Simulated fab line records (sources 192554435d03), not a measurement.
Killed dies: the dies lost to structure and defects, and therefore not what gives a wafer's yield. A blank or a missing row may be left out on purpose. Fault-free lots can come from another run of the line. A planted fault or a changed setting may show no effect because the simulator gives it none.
fab line records	flow n5-finfet	part 2 of 2: steps 23 to 27 of 27
record lots=5	wafers=15	last-day=18
route steps=1938 shown FIN_SAQP@103
lots with no fault: from the same line, run without faults
start-h: the number of hours between the record's first day and the start of the first shown wafer of the lot	wait-h: hours since the lot's step before	" repeats the value in the row above	L1.1+2: several wafers, shown together as one row	- no value present, or no start provided	* or withheld: withheld	< > ~ a bound
route shown NAME@n: NAME is a module with steps in the file, n the number in the route of the first one	usual: mean/standard deviation taken from wafers without a fault	same: alike in all rows	chamber/n: place in a boat	sites: per-site readings	_std_site: their standard deviation	_edge_site: mean of outer sites minus mean of inner sites	radius-mm: how far each site lies from the wafer's centre	mask NAME#n: copy n	behind: the tool/chamber that last shaped the wafer	hold: what put the lot on hold/how long, in hours/how the hold closed	device: which transistor (n, p or np) failed to switch	end of line: the same wafers' tests at the end of the route	where a step has no rows: the recipe by itself	killed: dies that structure and defects cost at the first sort, which is not the same as the wafer's yield	map: per-die view of a wafer (x killed, . not killed, _ where there is no die)
set.NAME: the run value of the setting; set.NAME@STEP: its run value at that earlier step	model.NAME: the simulator's own value behind a step, which no gauge read
a table for each step, a row for each wafer; lots at some steps of the route
services: when a tool's chamber went out of use (start-h, in hours from the record's first day, below 0 if earlier), for how many hours, and the reason
## steps
# step N5_FIN_SAQP_SPACER1_ALD_24
# recipe material=SiO2	target-thk-a=203	temp-c=300	ald-precursor-family=BDEAS	ald-co-reactant=O2-plasma	pulse-time-s=1	purge-time-s=2	co-reactant-purge-time-s=2	ald-cycles=218	pressure-torr=2
# usual chamber-pressure-Torr=2.001/0.0044	heater-power-w=485/42	precursor-pulse-height-rel=1.002/0.018
lot.wafer	tool	chamber	start-h	wait-h	chamber-pressure-Torr	heater-power-w	precursor-pulse-height-rel
L077.3	ald-sin-01	3	41.45	0.1	1.996	400	1.020
L077.4	"	1	"	"	1.993	549	0.999
L077.6	"	3	"	"	1.997	399	1.036
L087.2	ald-sin-03	3	101.49	0.3	2.004	528	1.001
L087.4	"	0	"	"	1.997	516	0.992
L087.5	"	0	"	"	1.998	494	0.996
L092.3	ald-sin-01	1	131.96	0.1	2.005	563	0.980
L092.5	"	0	"	"	1.993	466	1.009
L092.6	"	3	"	"	1.996	404	1.002
L094.2	ald-sin-04	3	143.52	0.3	1.992	521	1.008
L094.3	"	0	"	"	2.001	535	1.024
L094.4	"	2	"	"	2.006	476	0.990
L097.2	ald-sin-01	2	163.45	0.9	1.994	494	1.008
L097.4	"	1	"	"	2.006	551	1.015
L097.6	"	2	"	"	2.001	490	1.014
# step N5_FIN_SAQP_SPACER1_ETCHBACK_25
# recipe chemistry=CHF3/O2	mode=anisotropic-etchback	target=SiO2	target-depth-a=244	time-s=12.2	pressure-mtorr=30	source-w=650	bias-w=170	Ar_flow_sccm=200	CHF3_flow_sccm=50	O2_flow_sccm=5	ion-energy-ev=200
# usual bias-w=170.0/0.52	drypump-motor-current-A=5.6/0.42	oes_ar_750_au=0.80/0.092	oes-product-au=0.80/0.097	rf-vpp-V=522/4.1	showerhead-plenum-p-Torr=2.41/0.08	throttle-valve-pct=18.93/0.27
lot.wafer	tool	chamber	start-h	wait-h	bias-w	drypump-motor-current-A	oes_ar_750_au	oes-product-au	rf-hours-counter-h	rf-vpp-V	showerhead-plenum-p-Torr	throttle-valve-pct
L077.3	rie-diel-01	1	42.23	0.4	169.4	5.6	0.72	0.72	180	521	2.40	18.99
L077.4	"	0	"	"	169.4	6.2	0.74	0.73	-	519	2.41	19.27
L077.6	"	3	"	"	169.5	5.4	0.86	0.86	-	524	2.35	18.46
L087.2	rie-diel-06	0	102.21	0.4	169.3	4.8	0.88	0.88	39	526	2.55	19.00
L087.4	"	2	"	"	170.0	5.8	0.73	0.72	189	518	2.39	19.07
L087.5	"	2	"	"	170.2	5.8	0.74	0.72	-	516	2.39	19.08
L092.3	rie-diel-05	3	132.71	0.4	170.2	5.0	0.91	0.92	12	530	2.57	18.74
L092.5	"	2	"	"	169.3	5.7	0.88	0.89	-	517	2.35	19.08
L092.6	"	3	"	"	170.8	5.0	0.91	0.92	-	533	2.57	18.73
L094.2	rie-diel-01	0	144.24	0.4	169.8	6.2	0.71	0.69	213	519	2.40	19.31
L094.3	"	2	"	"	169.5	5.3	0.79	0.78	104	519	2.32	18.63
L094.4	"	3	"	"	170.2	5.3	0.81	0.80	85	525	2.34	18.50
L097.2	rie-diel-01	0	164.16	0.4	169.3	6.2	0.71	0.70	220	518	2.39	19.33
L097.4	"	2	"	"	168.9	5.2	0.79	0.79	111	520	2.32	18.64
L097.6	"	3	"	"	170.4	5.4	0.81	0.81	-	524	2.34	18.53
# step N5_FIN_SAQP_MANDREL1_REMOVE_56
# recipe chemistry=HBr/Cl2/O2	bt-time-s=10	target=a-Si	stop-on=SiNx	endpoint=OES-SiCl	over-etch-frac=1	icp-w=600	bias-w=22	HBr_flow_sccm=150	Cl2_flow_sccm=80	O2_flow_sccm=5	pressure-mtorr=10
# usual bias-w=22.01/0.076	drypump-motor-current-A=5.9/0.42	oes-product-au=1.011/0.015	throttle-valve-pct=36.67/0.19
lot.wafer	tool	chamber	start-h	wait-h	bias-w	drypump-motor-current-A	oes-product-au	rf-hours-counter-h	throttle-valve-pct
L077.3	rie-si-06	1	42.31	0.1	22.10	5.6	1.011	23	36.56
L077.4	"	2	"	"	21.99	5.8	1.022	75	36.86
L077.6	"	0	"	"	22.00	5.2	0.994	-	36.47
L087.2	rie-si-06	3	102.30	0.1	21.84	5.3	0.982	145	36.54
L087.4	"	1	"	"	22.02	5.6	1.009	24	36.58
L087.5	"	3	"	"	21.94	5.2	0.981	-	36.56
L092.3	rie-si-01	1	132.80	0.1	22.12	5.6	1.013	125	36.94
L092.5	"	2	"	"	22.00	5.8	0.996	-	36.52
L092.6	"	3	"	"	21.98	5.6	1.012	-	36.58
L094.2	rie-si-05	2	144.33	0.1	21.88	6.1	1.033	50	36.70
L094.3	"	1	"	"	22.10	6.8	1.034	80	36.37
L094.4	"	2	"	"	21.98	6.1	1.037	-	36.70
L097.2	rie-si-05	3	164.26	0.1	21.94	6.1	1.008	2	36.51
L097.4	"	1	"	"	22.06	6.8	1.021	80	36.36
L097.6	"	3	"	"	21.97	6.1	1.001	-	36.51
# step N5_FIN_SAQP_CD_MEAS_27
# recipe target-cd-nm=20	landing-energy-ev=1000	detector=se-inlens	polarity=line
# usual cd-nm=20.28/0.2
lot.wafer	tool	chamber	start-h	wait-h	cd-nm
L077.3	cd-sem-03	0	42.43	0.1	20.06
L077.4	"	0	"	"	20.03
L077.6	"	0	"	"	20.68
L087.2	cd-sem-02	0	102.41	0.1	20.31
L087.4	"	0	"	"	20.40
L087.5	"	0	"	"	20.23
L092.3	cd-sem-01	0	132.92	0.1	20.40
L092.5	"	0	"	"	20.27
L092.6	"	0	"	"	20.44
L094.2	cd-sem-01	0	144.44	0.1	20.19
L094.3	"	0	"	"	19.80
L094.4	"	0	"	"	20.36
L097.2	cd-sem-01	0	164.37	0.1	20.09
L097.4	"	0	"	"	20.10
L097.6	"	0	"	"	20.24
# step N5_FIN_SAQP_ETCH_57
# recipe chemistry=CH3F/O2	target=SiNx	mask-material=SiO2	target-depth-a=325	time-s=46.4	pressure-mtorr=30	source-w=395	bias-w=73	Ar_flow_sccm=150	CH3F_flow_sccm=30	O2_flow_sccm=20	ion-energy-ev=120	ends=cleared
# usual bias-w=72.97/0.2	drypump-motor-current-A=5.6/0.44	etch-rf-on-time-s=46.4/0.72	oes_ar_750_au=0.82/0.1	oes-product-au=0.70/0.09	rf-vpp-V=296.6/2.4	showerhead-plenum-p-Torr=2.02/0.075	throttle-valve-pct=16.38/0.23
lot.wafer	tool	chamber	start-h	wait-h	bias-w	drypump-motor-current-A	etch-rf-on-time-s	oes_ar_750_au	oes-product-au	rf-hours-counter-h	rf-vpp-V	showerhead-plenum-p-Torr	throttle-valve-pct
L077.3	rie-diel-05	0	42.89	0.5	73.29	5.5	46.3	0.69	0.58	245	296.6	1.97	16.43
L077.4	"	2	"	"	72.88	5.6	45.9	0.96	0.82	10	296.1	1.96	16.38
L077.6	"	0	"	"	73.58	5.5	46.9	0.69	0.58	-	295.3	1.97	16.45
L087.2	rie-diel-05	2	102.45	0.0	72.90	5.7	45.6	0.90	0.77	38	293.7	1.95	16.46
L087.4	"	1	"	"	73.23	6.1	47.2	0.68	0.57	-	297.1	2.04	16.44
L087.5	"	2	"	"	72.97	5.7	46.4	0.90	0.77	-	295.2	1.95	16.47
L092.3	rie-diel-06	1	133.17	0.2	72.54	6.3	45.7	0.89	0.76	26	294.9	2.14	16.36
L092.5	"	2	"	"	72.84	5.8	47.0	0.73	0.61	-	293.2	1.98	16.53
L092.6	"	3	"	"	72.81	5.7	47.1	0.70	0.59	-	298.3	2.06	16.77
L094.2	rie-diel-06	1	144.73	0.3	73.14	6.2	46.3	0.89	0.76	29	293.9	2.13	16.37
L094.3	"	0	"	"	73.01	4.8	45.5	0.86	0.74	53	298.9	2.11	16.44
L094.4	"	3	"	"	72.51	5.6	47.3	0.69	0.60	224	298.6	2.06	16.78
L097.2	rie-diel-05	0	164.42	0.0	73.12	5.5	46.2	0.87	0.75	34	295.3	1.96	16.04
L097.4	"	1	"	"	72.83	6.1	46.2	0.94	0.79	13	297.7	2.04	15.96
L097.6	"	2	"	"	72.87	5.6	46.0	0.87	0.74	-	293.6	1.94	16.49
## services
tool	chamber	start-h	hours	kind
rie-si-01	3	16.97	6.0	repair
arfi-scanner-02	-	18.85	1.0	pm
rie-diel-01	3	24.28	5.8	repair
arfi-scanner-01	-	24.97	6.0	pm
arfi-scanner-01	-	30.97	1.3	pm
rie-diel-01	2	35.08	11.1	repair
rie-diel-01	1	43.00	9.0	repair
rie-diel-01	-	44.60	4.5	repair
rie-si-06	-	48.33	2.8	pm
arfi-scanner-01	-	52.67	1.0	pm
arfi-scanner-01	-	54.69	16.0	pm
vapor-etch-02	0	59.36	2.9	repair
rie-si-05	0	71.47	7.9	repair
rie-diel-05	3	77.97	4.6	repair
arfi-scanner-02	-	86.98	1.3	pm
vapor-etch-01	-	101.95	0.1	repair
wet-bench-01	-	102.91	3.2	repair
arfi-scanner-02	-	110.39	3.1	pm
rie-si-01	-	112.86	0.3	repair
rie-si-06	2	125.49	1.3	repair
arfi-scanner-01	-	129.68	4.9	pm
arfi-scanner-01	-	149.42	0.5	repair
rie-diel-06	0	149.96	9.6	repair
arfi-scanner-01	-	154.57	1.3	pm
